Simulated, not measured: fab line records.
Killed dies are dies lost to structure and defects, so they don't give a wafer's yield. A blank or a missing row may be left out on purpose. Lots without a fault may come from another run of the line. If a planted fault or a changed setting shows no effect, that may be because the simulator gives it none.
Chamber matching ; flow n5 finfet ; N5_BEOL_M7_DESCUM_16 on rie diel-01: 4 sister chambers
The step chemistry O2, time 7.9 s. 8 wafers are shown with their chamber, then 8 later ones without.

## WAFERS WITH THEIR CHAMBER
wafer;chamber;drypump motor current A (A);showerhead plenum p Torr (Torr)
L081.3;3;5.4;2.05
L086.3;0;5.4;2.11
L085.1;2;4.9;2.00
L085.4;3;5.4;2.05
L087.1;1;6.8;2.11
L087.2;0;5.5;2.11
L087.5;2;4.9;2.00
L095.2;1;6.8;2.10

## WAFERS WHOSE CHAMBER IS MISSING
wafer;drypump motor current A (A);showerhead plenum p Torr (Torr)
L095.5;4.9;1.99
L095.6;6.8;2.10
L096.1;4.9;1.99
L096.3;5.4;2.04
L096.4;6.8;2.10
L097.2;5.4;2.04
L097.3;4.9;1.99
L097.5;5.4;2.10

## WHICH CHAMBER EACH ONE RAN IN
wafer;from the rows above;in truth
L095.5;2;2
L095.6;1;1
L096.1;2;2
L096.3;3;3
L096.4;1;1
L097.2;3;3
L097.3;2;2
L097.5;0;0
8 of 8 placed correctly. Can't be placed from these rows: 0. Placed wrongly: 0.
How it was worked out, from the rows above alone: a wafer's distance from a chamber is the root of the sum, over the readings, of the square of ((its reading less the chamber's mean) divided by the reading's scatter). If the next closest chamber is less than 2 further off than the closest, the wafer can't be placed; otherwise it belongs to the closest. For every chamber, the mean is computed from those of its wafers that are shown. The scatter: take each reading less its chamber's mean, square it, sum over the shown wafers, divide by the number of wafers less the number of chambers, and take the root.
